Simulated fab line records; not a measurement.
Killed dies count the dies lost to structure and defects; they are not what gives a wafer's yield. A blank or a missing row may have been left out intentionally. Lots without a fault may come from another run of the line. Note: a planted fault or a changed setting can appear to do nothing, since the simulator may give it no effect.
fab line records | flow nandHarc
record: lots: 14 | wafers: 42 | lastDay: 34
route steps=1302 shown A_ONON_D1@428 A_M1@1190 END@1302
lots with no fault: from the same line, run without faults
startH: hours from the record's first day to the start of the lot's first wafer shown | waitH: hours since the lot's step before | " unchanged from the row above | L1.1+2: a row that stands for several wafers | - value missing, or start not given | * or withheld: withheld | < > ~ a bound
route shown NAME@n: NAME is a module with steps in the file, n the number in the route of the first one | usual: mean and standard deviation over wafers with no fault | same: alike in all rows | chamber/n: place in a boat | sites: the reading at each site | _std_site: their standard deviation | _edge_site: the outer-site mean with the inner-site mean subtracted | radiusMm: how far each site lies from the wafer's centre | mask NAME#n: copy n | behind: the tool/chamber that last shaped the wafer | hold: cause of the lot's hold/its duration in hours/its outcome | device: names the non-switching transistor (n, p or np) | end of line: at the end of the route, the tests of the same wafers | a step without rows: its recipe alone | killed: at the first sort, the dies lost to defects and structure; wafer yield is something else | map: shows each die of a wafer: x if killed, . if not, _ if none is there
set.NAME: the setting as run; set.NAME@STEP: as run at that earlier step | model.NAME: the simulator's own value behind a step, which no gauge read
steps of the route over a sample of lots; a table a step, a row a wafer
services: a tool's chamber out of use, with start hour (startH, from the record's first day; less than 0 if before it), hours out, and reason
== steps ==
step: NHARC_A_ONON_D1_DEP_06
recipe: targetThkA: 10000 | n2FlowSccm: 2750 | n2oFlowSccm: 2000 | nh3FlowSccm: 500 | sih4FlowSccm: 210 | tempC: 400
usual: n2FlowSccm: 2751/7.7
lot.wafer | tool         | chamber | startH | waitH | n2FlowSccm
L159.1    | pecvdOnon-03 | 0       | 168.91 | 0.1   | 2741
L159.4    | "            | 0       | "      | "     | 2747
L159.6    | "            | 0       | "      | "     | 2757
L160.3    | pecvdOnon-03 | 0       | 172.36 | 0.2   | 2749
L160.5    | "            | 0       | "      | "     | 2743
L160.6    | "            | 0       | "      | "     | 2740
L162.2    | pecvdOnon-03 | 0       | 200.29 | 0.1   | 2768
L162.3    | "            | 0       | "      | "     | 2770
L162.5    | "            | 0       | "      | "     | 2752
L163.4    | pecvdOnon-01 | 0       | 200.41 | 0.2   | 2749
L163.5    | "            | 0       | "      | "     | 2758
L163.6    | "            | 0       | "      | "     | 2754
L164.1    | pecvdOnon-03 | 0       | 218.31 | 0.1   | 2755
L164.2    | "            | 0       | "      | "     | 2742
L164.4    | "            | 0       | "      | "     | 2741
L166.1    | pecvdOnon-02 | 0       | 234.95 | 0.1   | 2745
L166.2    | "            | 0       | "      | "     | 2751
L166.3    | "            | 0       | "      | "     | 2753
L167.1    | pecvdOnon-02 | 0       | 243.81 | 0.1   | 2740
L167.3    | "            | 0       | "      | "     | 2738
L167.5    | "            | 0       | "      | "     | 2755
L168.2    | pecvdOnon-02 | 0       | 263.20 | 0.1   | 2759
L168.5    | "            | 0       | "      | "     | 2759
L168.6    | "            | 0       | "      | "     | 2756
L172.1    | pecvdOnon-03 | 0       | 290.43 | 0.1   | 2741
L172.2    | "            | 0       | "      | "     | 2744
L172.4    | "            | 0       | "      | "     | 2739
L174.2    | pecvdOnon-03 | 0       | 307.84 | 0.1   | 2753
L174.3    | "            | 0       | "      | "     | 2749
L174.6    | "            | 0       | "      | "     | 2754
L175.1    | pecvdOnon-03 | 0       | 327.88 | 0.1   | 2757
L175.2    | "            | 0       | "      | "     | 2749
L175.3    | "            | 0       | "      | "     | 2749
L178.1    | pecvdOnon-01 | 0       | 350.18 | 0.1   | 2752
L178.2    | "            | 0       | "      | "     | 2748
L178.5    | "            | 0       | "      | "     | 2746
L181.1    | pecvdOnon-02 | 0       | 379.78 | 0.2   | 2752
L181.3    | "            | 0       | "      | "     | 2753
L181.4    | "            | 0       | "      | "     | 2750
L182.2    | pecvdOnon-02 | 0       | 398.19 | 0.1   | 2748
L182.5    | "            | 0       | "      | "     | 2754
L182.6    | "            | 0       | "      | "     | 2749
step: NHARC_A_M1_PRE_CLEAN_30
recipe: timeS: 30 | tempC: 280 | gas: H2/He
usual: heaterPowerW: 417/54
lot.wafer | tool          | chamber | startH | waitH | heaterPowerW
L160.3    | pvdSputter-01 | -       | -      | -     | 404
L160.5    | "             | -       | "      | "     | 397
L160.6    | "             | -       | "      | "     | 401
L159.4    | pvdSputter-02 | -       | -      | -     | 505
L159.1    | "             | -       | "      | "     | 403
L159.6    | "             | -       | "      | "     | 498
L162.2    | pvdSputter-01 | -       | -      | -     | 402
L162.3    | "             | -       | "      | "     | 432
L162.5    | "             | -       | "      | "     | 333
L163.4    | pvdSputter-02 | -       | -      | -     | 433
L163.5    | "             | -       | "      | "     | 385
L163.6    | "             | -       | "      | "     | 436
L164.4    | pvdSputter-03 | -       | -      | -     | 411
L164.2    | "             | -       | "      | "     | 469
L164.1    | "             | -       | "      | "     | 383
L166.3    | pvdSputter-01 | -       | -      | -     | 321
L166.1    | "             | -       | "      | "     | 401
L166.2    | "             | -       | "      | "     | 394
L167.1    | pvdSputter-02 | -       | -      | -     | 506
L167.3    | "             | -       | "      | "     | 404
L167.5    | "             | -       | "      | "     | 396
L168.2    | pvdSputter-03 | -       | -      | -     | 411
L168.5    | "             | -       | "      | "     | 398
L168.6    | "             | -       | "      | "     | 538
L172.1    | pvdSputter-02 | -       | -      | -     | 438
L172.4    | "             | -       | "      | "     | 370
L172.2    | "             | -       | "      | "     | 373
L174.2    | pvdSputter-01 | -       | -      | -     | 439
L174.3    | "             | -       | "      | "     | 320
L174.6    | "             | -       | "      | "     | 431
L175.3    | pvdSputter-01 | -       | -      | -     | 436
L175.1    | "             | -       | "      | "     | 397
L175.2    | "             | -       | "      | "     | 392
L178.2    | pvdSputter-01 | -       | -      | -     | 393
L178.1    | "             | -       | "      | "     | 389
L178.5    | "             | -       | "      | "     | 444
L181.4    | pvdSputter-01 | -       | -      | -     | 320
L181.1    | "             | -       | "      | "     | 399
L181.3    | "             | -       | "      | "     | 439
L182.2    | pvdSputter-02 | -       | -      | -     | 489
L182.6    | "             | -       | "      | "     | 364
L182.5    | "             | -       | "      | "     | 379
step: NHARC_A_M1_PVD_21
recipe: targetThkA: 300 | chamberPressurePa: 5 | powerW: 5000 | substrateTempC: 30 | timeS: 20.49 | material: Cu
usual: throttleValvePct: 30.0/1
lot.wafer | tool          | chamber | startH | waitH | throttleValvePct
L160.3    | pvdSputter-01 | -       | -      | -     | 29.7
L160.6    | "             | -       | "      | "     | 28.5
L160.5    | "             | -       | "      | "     | 30.5
L159.1    | pvdSputter-02 | -       | -      | -     | 29.1
L159.4    | "             | -       | "      | "     | 30.3
L159.6    | "             | -       | "      | "     | 29.3
L162.3    | pvdSputter-01 | -       | -      | -     | 30.6
L162.2    | "             | -       | "      | "     | 29.5
L162.5    | "             | -       | "      | "     | 29.4
L163.4    | pvdSputter-02 | -       | -      | -     | 29.2
L163.6    | "             | -       | "      | "     | 29.0
L163.5    | "             | -       | "      | "     | 30.4
L164.2    | pvdSputter-03 | -       | -      | -     | 31.1
L164.4    | "             | -       | "      | "     | 30.5
L164.1    | "             | -       | "      | "     | 30.5
L166.3    | pvdSputter-01 | -       | -      | -     | 28.9
L166.2    | "             | -       | "      | "     | 30.9
L166.1    | "             | -       | "      | "     | 29.1
L167.3    | pvdSputter-02 | -       | -      | -     | 30.3
L167.1    | "             | -       | "      | "     | 29.1
L167.5    | "             | -       | "      | "     | 30.4
L168.2    | pvdSputter-03 | -       | -      | -     | 30.9
L168.6    | "             | -       | "      | "     | 28.7
L168.5    | "             | -       | "      | "     | 30.9
L172.1    | pvdSputter-02 | -       | -      | -     | 32.1
L172.2    | "             | -       | "      | "     | 29.0
L172.4    | "             | -       | "      | "     | 29.4
L174.2    | pvdSputter-01 | -       | -      | -     | 30.4
L174.3    | "             | -       | "      | "     | 30.9
L174.6    | "             | -       | "      | "     | 28.9
L175.2    | pvdSputter-01 | -       | -      | -     | 29.2
L175.3    | "             | -       | "      | "     | 30.5
L175.1    | "             | -       | "      | "     | 30.7
L178.2    | pvdSputter-01 | -       | -      | -     | 28.7
L178.1    | "             | -       | "      | "     | 29.2
L178.5    | "             | -       | "      | "     | 30.4
L181.1    | pvdSputter-01 | -       | -      | -     | 31.0
L181.3    | "             | -       | "      | "     | 30.5
L181.4    | "             | -       | "      | "     | 28.7
L182.2    | pvdSputter-02 | -       | -      | -     | 32.5
L182.5    | "             | -       | "      | "     | 32.5
L182.6    | "             | -       | "      | "     | 29.1
step: NHARC_A_M1_ANNEAL_31
recipe: tempC: 225 | timeS: 90
usual: wafer_temp_C_max: 226.0/0.38
lot.wafer | tool         | chamber | startH | waitH | wafer_temp_C_max
L160.3    | rtpAnneal-01 | 0       | 536.02 | -     | 225.8
L160.5    | "            | 0       | "      | "     | 225.8
L160.6    | "            | 0       | "      | "     | 225.5
L159.1    | rtpAnneal-02 | 0       | 544.64 | -     | 226.9
L159.4    | "            | 0       | "      | "     | 226.7
L159.6    | "            | 0       | "      | "     | 226.8
L162.2    | rtpAnneal-01 | 0       | 567.18 | -     | 226.1
L162.3    | "            | 0       | "      | "     | 225.5
L162.5    | "            | 0       | "      | "     | 226.0
L163.4    | rtpAnneal-01 | 0       | 574.96 | 0.3   | 225.8
L163.5    | "            | 0       | "      | "     | 225.6
L163.6    | "            | 0       | "      | "     | 226.0
L164.1    | rtpAnneal-01 | 0       | 590.92 | 0.3   | 226.1
L164.2    | "            | 0       | "      | "     | 225.7
L164.4    | "            | 0       | "      | "     | 225.6
L166.1    | rtpAnneal-01 | 0       | 600.35 | -     | 225.7
L166.2    | "            | 0       | "      | "     | 225.5
L166.3    | "            | 0       | "      | "     | 226.0
L167.1    | rtpAnneal-01 | 0       | 615.93 | 0.3   | 225.7
L167.3    | "            | 0       | "      | "     | 225.7
L167.5    | "            | 0       | "      | "     | 225.8
L168.2    | rtpAnneal-01 | 0       | 634.80 | -     | 225.8
L168.5    | "            | 0       | "      | "     | 225.4
L168.6    | "            | 0       | "      | "     | 225.5
L172.1    | rtpAnneal-02 | 0       | 664.64 | -     | 226.1
L172.2    | "            | 0       | "      | "     | 226.7
L172.4    | "            | 0       | "      | "     | 226.9
L174.2    | rtpAnneal-02 | 0       | 670.71 | -     | 226.9
L174.3    | "            | 0       | "      | "     | 226.7
L174.6    | "            | 0       | "      | "     | 226.4
L175.1    | rtpAnneal-01 | 0       | 684.52 | -     | 225.6
L175.2    | "            | 0       | "      | "     | 225.4
L175.3    | "            | 0       | "      | "     | 225.6
L178.1    | rtpAnneal-01 | 0       | 711.16 | -     | 225.9
L178.2    | "            | 0       | "      | "     | 225.7
L178.5    | "            | 0       | "      | "     | 226.0
L181.1    | rtpAnneal-01 | 0       | 742.68 | 0.3   | 226.0
L181.3    | "            | 0       | "      | "     | 226.3
L181.4    | "            | 0       | "      | "     | 225.9
L182.2    | rtpAnneal-01 | 0       | 775.47 | -     | 226.0
L182.5    | "            | 0       | "      | "     | 226.1
L182.6    | "            | 0       | "      | "     | 225.6
step: NHARC_END_SORT_01
recipe: tempC: 25
usual: killedAtArray: 55/19 | killedAtOther: 0.9/1.4 | killedAtPeriphery: 3.8/2.9 | killedDies: 60/19 | killedOpen: 3.3/1.8 | killedShort: 2.6/1.6
same: grossDies: 677
lot.wafer | tool      | chamber | startH | waitH | killedAtArray | killedAtOther | killedAtPeriphery | killedDies | killedOpen | killedShort
L174.2    | prober-01 | 0       | 704.14 | 2.8   | 96            | 0             | 10                | 106        | 5          | 4
L174.3    | prober-01 | 0       | 704.93 | 3.1   | 99            | 1             | 6                 | 106        | 4          | 3
L174.6    | prober-01 | 0       | 707.30 | 3.9   | 103           | 1             | 7                 | 111        | 2          | 3
L175.1    | prober-02 | 0       | 716.11 | 2.5   | 135           | 0             | 4                 | 139        | 5          | 3
L175.2    | prober-02 | 0       | 716.90 | 2.8   | 142           | 0             | 2                 | 144        | 3          | 4
L175.3    | prober-02 | 0       | 717.68 | 3.1   | 115           | 0             | 4                 | 119        | 4          | 3
killed by level:class
L174.2 A_ONON_D1:unspecified=52 A_SLIT:chamberFilmFlake=20 A_CONTACT:chamberFilmFlake=9 P_GATE:chamberFilmFlake=6 A_CHANNEL_HOLE_D1:chamberFilmFlake=4 A_DECK1_JOINT:geometricParticle:open=2 A_ONON_D2:geometricParticle:short=2 P_M0:chamberFilmFlake=2
L174.3 A_ONON_D1:unspecified=57 A_SLIT:chamberFilmFlake=26 A_CHANNEL_HOLE_D1:chamberFilmFlake=9 P_M0:chamberFilmFlake=2 A_CONTACT:chamberFilmFlake=2 P_GATE:geometricParticle:open=1 P_CONTACT:geometricParticle:open=1 P_M1:geometricParticle:short=1
L174.6 A_ONON_D1:unspecified=52 A_SLIT:chamberFilmFlake=35 A_CHANNEL_HOLE_D1:chamberFilmFlake=5 P_GATE:chamberFilmFlake=3 A_CHANNEL_FILL_D2:chamberFilmFlake=2 P_M1:geometricParticle:short=1 A_CHANNEL_FILL_D1:geometricParticle:open=1 A_ONON_D2:geometricParticle:open=1
L175.1 A_ONON_D1:unspecified=57 A_CHANNEL_HOLE_D1:chamberFilmFlake=31 A_SLIT:chamberFilmFlake=28 A_CHANNEL_HOLE_D2:chamberFilmFlake=9 A_CONTACT:chamberFilmFlake=3 P_CONTACT:geometricParticle:open=1 P_M0:geometricParticle:open=1 P_M0:geometricParticle:short=1
L175.2 A_ONON_D1:unspecified=54 A_CHANNEL_HOLE_D1:chamberFilmFlake=32 A_SLIT:chamberFilmFlake=19 A_CHANNEL_HOLE_D2:chamberFilmFlake=18 A_CONTACT:chamberFilmFlake=10 P_M0:geometricParticle:short=1 A_ONON_D1:geometricParticle:short=1 A_CHANNEL_HOLE_D1:geometricParticle:short=1
L175.3 A_ONON_D1:unspecified=49 A_CHANNEL_HOLE_D1:chamberFilmFlake=29 A_SLIT:chamberFilmFlake=15 A_CHANNEL_HOLE_D2:chamberFilmFlake=9 A_CONTACT:chamberFilmFlake=3 P_CONTACT:geometricParticle:open=2 A_WL_FILL:geometricParticle:short=2 A_CHANNEL_FILL_D1:chamberFilmFlake=2
== services ==
tool          | chamber | startH | hours | kind
pvdSputter-01 | -       | 166.44 | 7.9   | repair
pvdSputter-02 | -       | 195.39 | 2.0   | repair
pvdSputter-02 | -       | 217.84 | 1.8   | repair
pvdSputter-02 | -       | 220.78 | 1.4   | repair
pvdSputter-01 | -       | 226.04 | 10.0  | pm
pecvdOnon-03  | -       | 227.00 | 13.0  | pm
pvdSputter-02 | -       | 229.21 | 1.2   | repair
pvdSputter-02 | -       | 271.34 | 6.3   | repair
pvdSputter-02 | -       | 282.00 | 10.0  | pm
rtpAnneal-01  | -       | 372.00 | 12.0  | pm
pvdSputter-01 | -       | 404.04 | 10.0  | pm
pvdSputter-02 | -       | 405.72 | 3.6   | repair
pecvdOnon-03  | -       | 408.00 | 13.0  | pm
pvdSputter-01 | -       | 430.63 | 0.5   | repair
pvdSputter-02 | -       | 460.00 | 10.0  | pm
pvdSputter-02 | -       | 507.80 | 1.3   | repair
pvdSputter-02 | -       | 553.37 | 2.0   | repair
pvdSputter-02 | -       | 579.80 | 9.7   | repair
pvdSputter-01 | -       | 582.04 | 10.0  | pm
pecvdOnon-03  | -       | 589.00 | 13.0  | pm
pvdSputter-01 | -       | 612.31 | 7.6   | repair
pvdSputter-02 | -       | 638.00 | 10.0  | pm
pvdSputter-01 | -       | 760.04 | 10.0  | pm
pecvdOnon-03  | -       | 770.00 | 13.0  | pm
== key ==
firstSign: step: NHARC_END_SORT_01 | reading: killedDies | direction: up | sigmas: 3.2 | usual: 60 | struck: 121
effect: step: NHARC_END_SORT_01 | reading: killedAtArray | direction: up | sigmas: 3.1 | usual: 55 | struck: 115
moreKillsBornAt: NHARC_A_ONON_D1_DEP_06@pecvdOnon-03: 321
metAt NHARC_A_ONON_D1_DEP_06
struckLots L174,L175
testerLeftOut L174,L175
notActingAt NHARC_A_M1_PRE_CLEAN_30,NHARC_A_M1_PVD_21,NHARC_A_M1_ANNEAL_31
onsetBetween 290.43 307.84
fault: kind: chamberParticleSource | tool: pecvdOnon-03 | chamber: - | onsetH: 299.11 | steps: NHARC_A_ONON_D1_DEP_06 | ratePerVisitCm2: 1.3351 | endH: 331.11
testerLeftOut: of these lots the tester's yield and bins aren't shown, on N5 and GAA mostly nor the transistor test; their killed dies are dies lost to structure and defects alone, not to doping, threshold or leakage, so they don't give the yield
